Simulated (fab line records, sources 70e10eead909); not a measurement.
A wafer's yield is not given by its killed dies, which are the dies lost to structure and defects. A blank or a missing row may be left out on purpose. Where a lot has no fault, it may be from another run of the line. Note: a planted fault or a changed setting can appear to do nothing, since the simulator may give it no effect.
Which tool is to blame? / flow nandHarc / 12 lots, 36 wafers sampled, at 1 step of a route of 1159

WHAT THE GAUGES SHOWED, per wafer
NHARC_A_CONTACT_CD_MEAS_42 targets a cd of 200 nm.
lot=L076; measured=day 16 18:05; on=cdSem-02; cdNm (nm)=200.2 199.4 200.5
lot=L077; measured=day 17 00:19; on=cdSem-01; cdNm (nm)=200.7 200.8 200.1
lot=L078; measured=day 17 18:29; on=cdSem-02; cdNm (nm)=200.2 199.8 200.8
lot=L082; measured=day 18 02:11; on=cdSem-02; cdNm (nm)=200.8 200.4 200.6
lot=L080; measured=day 18 10:29; on=cdSem-03; cdNm (nm)=199.7 199.2 200.2
lot=L085; measured=day 19 07:03; on=cdSem-02; cdNm (nm)=200.2 200.5 200.7
lot=L087; measured=day 19 11:06; on=cdSem-03; cdNm (nm)=200.2 199.5 199.3
lot=L089; measured=day 19 21:31; on=cdSem-01; cdNm (nm)=200.6 200.0 199.8
lot=L090; measured=day 20 11:49; on=cdSem-02; cdNm (nm)=201.0 200.2 200.7
lot=L093; measured=day 20 15:52; on=cdSem-03; cdNm (nm)=199.3 201.0 199.6
lot=L095; measured=day 22 02:47; on=cdSem-03; cdNm (nm)=200.4 200.2 200.2
lot=L097; measured=day 22 07:34; on=cdSem-03; cdNm (nm)=199.9 200.7 199.9

WHAT TOOL EACH LOT RAN ON (gives the tool, then ch and the chambers of the sampled wafers, and finally the start)
The record holds no process step before these readings.

THE ANSWER, worked out from the rows above alone
Rule: what is usual is taken from the lots themselves. Put in order of their means at a reading, lots are off if they are a third of the lots or fewer, leave a main group of 4 or more, and stand apart from it by a gap of 3 or more times the standard deviation of the main group's means; of several such gaps the widest counts. A main group whose means are all the same, to the digits that the tables above print for the reading, isn't used. Also off: a lot with no number at a reading for which 4 or more lots have one. Where the step has rows for the other lots, those lots are counted as sound.
No lot is off at any reading shown: from this, nothing can be told.

WHAT THE SIMULATOR HAD INSERTED
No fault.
